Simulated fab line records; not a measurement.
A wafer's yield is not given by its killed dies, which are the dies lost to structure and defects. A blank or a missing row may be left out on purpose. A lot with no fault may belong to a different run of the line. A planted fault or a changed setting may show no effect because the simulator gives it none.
The same fault as seen by 3 desks :: flow n5Finfet :: what lay behind the numbers comes last; until then each desk has only its own

## THE DEFECT DESK
For each lot, the counts of the inspections along the route, averaged over the sampled wafers that have a number. A lot is out of limits, marked OUT, if its mean lies more than 4 standard deviations from the usual mean; the brackets give that distance.
Columns: A = rawDefectCount at N5_BEOL_M5_INSPECT_30, usual 485
lot: L318
first seen here: day 8 19:37
A: 590

lot: L320
first seen here: day 9 04:12
A: 567

lot: L323
first seen here: day 9 21:23
A: 400

lot: L327
first seen here: day 11 03:29
A: 498

lot: L328
first seen here: day 11 03:58
A: 518

lot: L331
first seen here: day 11 18:30
A: 717

lot: L332
first seen here: day 11 21:18
A: 360

lot: L337
first seen here: day 13 09:40
A: 909

lot: L339
first seen here: day 13 18:20
A: 616

lot: L340
first seen here: day 14 00:13
A: 538
This desk found nothing out of limits on any of the 10 lots.

## TOOL OWNER'S DESK, rieDiel-06
The tool's own readings at N5_BEOL_M5_ETCH_61 (etches SiARC in CF4, target depth 15.6 nm, time 26 s): means of the sampled wafers that have a number, for each lot that ran on this tool. A lot is out of limits, marked OUT, if its mean lies more than 4 standard deviations from the usual mean; the brackets give that distance.
Columns: A = drypumpMotorCurrentA at N5_BEOL_M5_ETCH_61, usual 5.83 A; B = etchRfOnTimeS at N5_BEOL_M5_ETCH_61, usual 26.0 s; C = oesProductAu at N5_BEOL_M5_ETCH_61, usual 0.66 a.u.; D = rfVppV at N5_BEOL_M5_ETCH_61, usual 184.1 V; E = showerheadPlenumPTorr at N5_BEOL_M5_ETCH_61, usual 2.15 Torr; F = throttleValvePct at N5_BEOL_M5_ETCH_61, usual 15.72 %
lot: L318
first seen here: day 8 18:31
A: 6.05
B: 26.3
C: 0.65
D: 183.9
E: 2.12
F: 15.82

lot: L320
first seen here: day 9 03:05
A: 5.95
B: 26.3
C: 0.63
D: 184.1
E: 2.16
F: 15.75

lot: L327
first seen here: day 11 02:28
A: 5.88
B: 25.8
C: 0.64
D: 184.4
E: 2.17
F: 15.80

lot: L332
first seen here: day 11 18:57
A: 5.98
B: 25.8
C: 0.76
D: 183.7
E: 2.15
F: 15.53

lot: L337
first seen here: day 13 07:59
A: 5.83
B: 25.5
C: 0.66
D: 184.7
E: 2.20
F: 15.67
This desk found nothing out of limits on any of the 5 lots.

## AT THE METROLOGY DESK
What the gauges read, lot by lot, whatever tool the lot ran on: means of the sampled wafers that have a number. A lot is out of limits, marked OUT, if its mean lies more than 4 standard deviations from the usual mean; the brackets give that distance.
Columns: A = cdNm at N5_BEOL_M5_CD_MEAS_18, usual 28.12 nm
lot: L318
first seen here: day 8 18:55
A: 28.12

lot: L320
first seen here: day 9 03:35
A: 28.06

lot: L323
first seen here: day 9 20:59
A: 28.09

lot: L327
first seen here: day 11 02:55
A: 27.68

lot: L328
first seen here: day 11 03:31
A: 28.05

lot: L331
first seen here: day 11 16:41
A: 28.17

lot: L332
first seen here: day 11 19:20
A: 28.27

lot: L337
first seen here: day 13 08:25
A: 28.08

lot: L339
first seen here: day 13 17:54
A: 28.01

lot: L340
first seen here: day 13 23:41
A: 28.13
This desk found nothing out of limits on any of the 10 lots.

## BROUGHT TOGETHER
Nothing out of limits was seen by the defect desk.
Nothing out of limits was seen by the tool owner's desk.
At the metrology desk, nothing out of limits was observed.

## WHAT HAD BEEN PUT IN BY THE SIMULATOR
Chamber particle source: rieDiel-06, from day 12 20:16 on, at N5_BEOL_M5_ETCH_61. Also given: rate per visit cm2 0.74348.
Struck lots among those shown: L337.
